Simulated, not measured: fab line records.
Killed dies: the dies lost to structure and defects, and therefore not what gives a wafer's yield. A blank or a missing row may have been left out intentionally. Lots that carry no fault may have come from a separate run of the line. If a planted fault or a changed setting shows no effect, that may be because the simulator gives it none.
Split-lot experiment + flow n5 finfet + 21 wafers read from 7 lots, route of 1938 steps

== ABOUT THE SPLIT ==
At N5_BEOL_M7_TRENCH_ETCH_37 (etches SiCOH lowk in C4F6/O2, target depth 93.478 nm, time 31.2 s), the setting source w was moved away from the recipe's 345 W on 5 of the 21 wafers read, by -13.7% to +15.7%. This setting was run at the recipe's value on the other wafers.

The split's own step is where the reading is taken.

== THE READING ==
rf vpp V, in V, at N5_BEOL_M7_TRENCH_ETCH_37 (etches SiCOH lowk in C4F6/O2, target depth 93.478 nm, time 31.2 s). Typical for fault-free wafers on this fab line: 663 V, with standard deviation 16 V.

| wafer  | tool, chamber at the split | source w as run, W | against the recipe | rf vpp V, V | against lot-mates on the recipe |
|--------|----------------------------|--------------------|--------------------|-------------|---------------------------------|
| L085.1 | rie diel-02, 0             | 299.4              | -13.2%             | 722         | +61                             |
| L085.2 | rie diel-02, 2             | 345                | recipe             | 661         | -                               |
| L085.3 | rie diel-02, 1             | 299.4              | -13.2%             | 701         | +40                             |
| L084.3 | rie diel-02, 2             | 345                | recipe             | 661         | -                               |
| L084.4 | rie diel-02, 3             | 345                | recipe             | 677         | -                               |
| L084.5 | rie diel-02, 1             | 345                | recipe             | 652         | -                               |
| L086.3 | rie diel-02, 3             | 345                | recipe             | 673         | -                               |
| L086.4 | rie diel-02, 1             | 345                | recipe             | 651         | -                               |
| L086.5 | rie diel-02, 3             | 345                | recipe             | 673         | -                               |
| L089.1 | rie diel-01, 2             | 345                | recipe             | 667         | -                               |
| L089.5 | rie diel-01, 0             | 345                | recipe             | 683         | -                               |
| L089.6 | rie diel-01, 3             | 345                | recipe             | 646         | -                               |
| L090.2 | rie diel-03, 1             | 297.8              | -13.7%             | 707         | +68                             |
| L090.4 | rie diel-03, 3             | 345                | recipe             | 639         | -                               |
| L090.5 | rie diel-03, 0             | 297.8              | -13.7%             | 726         | +87                             |
| L096.1 | rie diel-01, 2             | 345                | recipe             | 665         | -                               |
| L096.2 | rie diel-01, 0             | 345                | recipe             | 683         | -                               |
| L096.6 | rie diel-01, 2             | 399                | +15.7%             | 619         | -55                             |
| L097.2 | rie diel-03, 3             | 345                | recipe             | 637         | -                               |
| L097.4 | rie diel-03, 1             | 345                | recipe             | 655         | -                               |
| L097.5 | rie diel-03, 2             | 345                | recipe             | 650         | -                               |

FIT RESULTS
A straight line over all 21 wafers: rf vpp V changes by -3.57 V for each +1% of source w; r = -0.87; the points scatter about the line by 14 V.
The same after taking each lot's own level away (the mean of its wafers on the recipe; 21 wafers): -4.39 V for each +1%; r = -0.93; scatter 12 V.
Per that fit: largest source w move, reading shift of 69 V.
Measured against the standard deviation above, the lots' own levels, which go from 639.0 to 674.0 V, span 2.2 times it.
Hence the slope depends on the lot-to-lot level, as the two fits are not the same.
Check: -74.8 V against its lot-mates is what the line predicts for one of the wafers moved furthest among these (+15.7%) when that wafer is left out of the fit. It came out at -55 V against them.
Tool readings at the split's step, against how far the setting was moved: rf vpp V r = -0.87.

== OTHER SPLITS APPLIED TO THESE WAFERS ==
Before the reading, these wafers also passed through other splits. Each is held against what the fit with the lots' levels taken away leaves over:
| other split on the same wafers | wafers away from the commonest value | r with rf vpp V (lot level and that fit taken away) |
|--------------------------------|--------------------------------------|-----------------------------------------------------|
| N5_BEOL_M7_EXPOSE_08 dose mj   | 4                                    | +0.11                                               |
| N5_BEOL_M7_VIA_ETCH_34 time s  | 5                                    | +0.36                                               |

== FILE'S OWN FIT ==
rf vpp V changes by -4.26 V for each +1% of source w, r = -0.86.
